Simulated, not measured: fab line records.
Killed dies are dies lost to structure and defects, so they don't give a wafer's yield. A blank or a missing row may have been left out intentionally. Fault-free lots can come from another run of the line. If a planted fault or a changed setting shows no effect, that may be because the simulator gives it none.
Which tool was responsible? | flow n5 finfet | 36 wafers from 12 lots sampled at 2 of the route's 1938 steps

== WHAT THE GAUGES READ, wafer by wafer ==
N5_BEOL_M7_OCD_MEAS_38.
lot  | measured     | on     | trench depth nm (nm)
L074 | day 9 06:59  | ocd-01 | 94.7 92.3 94.7
L077 | day 9 22:53  | ocd-01 | 93.0 92.9 96.9
L080 | day 10 02:08 | ocd-02 | 93.9 96.8 95.1
L081 | day 11 01:27 | ocd-02 | 96.7 92.8 94.6
L082 | day 11 07:23 | ocd-02 | 94.5 97.2 93.5
L084 | day 12 03:16 | ocd-01 | 92.2 94.4 91.2
L087 | day 12 09:00 | ocd-02 | 94.0 96.7 92.2
L089 | day 13 04:48 | ocd-01 | 96.1 89.8 90.0
L091 | day 13 18:56 | ocd-02 | 92.3 93.7 93.4
L094 | day 14 05:27 | ocd-01 | 95.2 95.5 92.4
L095 | day 14 12:20 | ocd-02 | 93.2 90.4 92.1
L097 | day 14 18:01 | ocd-02 | 93.1 93.7 89.1

== WHICH TOOL RAN EACH LOT (tool, then ch and the chambers of the sampled wafers, then the start) ==
lot  | N5_BEOL_M7_ETCH_72
L074 | rie diel-02 ch 0,2,3, day 9 06:35
L077 | rie diel-01 ch 1,2,3, day 9 22:29
L080 | rie diel-02 ch 2,3, day 10 01:44
L081 | rie diel-01 ch 0,1,2, day 11 01:03
L082 | rie diel-05 ch 0,1,2, day 11 06:59
L084 | rie diel-01 ch 1,2,3, day 12 02:53
L087 | rie diel-05 ch 0,1, day 12 08:36
L089 | rie diel-02 ch 1,2, day 13 04:25
L091 | rie diel-05 ch 0,2, day 13 18:32
L094 | rie diel-01 ch 0,1,2, day 14 05:03
L095 | rie diel-05 ch 2,3, day 14 11:56
L097 | rie diel-02 ch 0,1, day 14 17:38
- N5_BEOL_M7_ETCH_72: etches underlayer in N2/H2, target depth 6.5 nm, time 5.2 s.

== THE ANSWER, worked out from the rows above alone ==
Rule: what is usual is taken from the lots themselves. The widest of any qualifying gaps counts: lots, ordered by their means at a reading, are off when they make up no more than a third of the lots, leave a main group of 4 or more, and stand apart from it by 3 or more times the standard deviation of that group's means. A main group whose means are all the same, to the digits that the tables above print for the reading, isn't used. Also off: a lot with no number at a reading for which 4 or more lots have one. The other lots that the step has rows for count as sound.
Across all readings shown, no lot is off: no conclusion can be drawn from this.

== WHAT THE SIMULATOR PUT IN ==
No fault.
